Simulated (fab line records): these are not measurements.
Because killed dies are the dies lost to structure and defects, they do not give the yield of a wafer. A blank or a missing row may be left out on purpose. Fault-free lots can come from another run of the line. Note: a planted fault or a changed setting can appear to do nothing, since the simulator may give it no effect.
2 desks looking at one fault    flow n5_finfet    each desk has only its own numbers; what lay behind them comes last

== FOR THE TOOL OWNER'S DESK: rie_diel-03 ==
The tool's own readings at N5_BEOL_M13_ETCH_59 (etches BARC in N2/H2, target depth 89 nm, overetch 26.7 nm, time 67.9 s): means of the sampled wafers that have a number, for each lot that ran on this tool. Marked OUT: a lot whose mean sits more than 4 standard deviations from the usual mean, which makes it out of limits; the brackets give that distance.
Columns: A = bias_w at N5_BEOL_M13_ETCH_59, usual 150.0 W; B = chamber_pressure_mTorr at N5_BEOL_M13_ETCH_59, usual 30.001 mTorr; C = drypump_motor_current_A at N5_BEOL_M13_ETCH_59, usual 5.6 A; D = oes_product_au at N5_BEOL_M13_ETCH_59, usual 0.68 a.u.; E = rf_vpp_V at N5_BEOL_M13_ETCH_59, usual 524.1 V; F = showerhead_plenum_p_Torr at N5_BEOL_M13_ETCH_59, usual 2.55 Torr; G = throttle_valve_pct at N5_BEOL_M13_ETCH_59, usual 17.85 %
lot   first seen here  A      B       C    D     E      F     G
L325  day 12 05:59     150.0  29.989  5.6  0.72  527.5  2.67  17.86
L324  day 12 21:22     149.8  29.990  5.1  0.75  525.7  2.63  17.72
L330  day 15 20:39     150.4  29.983  5.0  0.69  524.1  2.54  17.71
L332  day 15 20:59     149.9  29.974  5.4  0.73  525.2  2.58  17.72
L335  day 16 06:49     150.2  29.982  5.2  0.71  526.0  2.62  17.75
L343  day 18 10:58     150.0  30.003  5.4  0.72  524.2  2.58  17.78
This desk's verdict: no lot among the 6 shows anything out of limits.

== METROLOGY DESK ==
Lot by lot, what the gauges showed, no matter which tool ran the lot: averages of those sampled wafers that carry a number. Marked OUT: a lot whose mean sits more than 4 standard deviations from the usual mean, which makes it out of limits; the brackets give that distance.
Columns: A = cd_nm at N5_BEOL_M13_CD_MEAS_17, usual 190.6 nm; B = cd_nm at N5_BEOL_M13_CD_MEAS_28, usual 209.5 nm
lot   first seen here  A      B
L320  day 11 23:21     190.7  209.2
L325  day 12 06:29     190.9  209.1
L324  day 12 21:52     189.8  207.5
L326  day 13 07:32     188.6  209.8
L330  day 15 21:09     189.2  208.2
L332  day 15 21:29     191.2  210.2
L335  day 16 07:19     189.6  208.9
L343  day 18 11:28     193.0  208.9
This desk's verdict: no lot among the 8 shows anything out of limits.

== PUT TOGETHER ==
Nothing out of limits was seen by the tool owner's desk.
Metrology desk: nothing out of limits seen.

== WHAT THE SIMULATOR HAD PUT IN ==
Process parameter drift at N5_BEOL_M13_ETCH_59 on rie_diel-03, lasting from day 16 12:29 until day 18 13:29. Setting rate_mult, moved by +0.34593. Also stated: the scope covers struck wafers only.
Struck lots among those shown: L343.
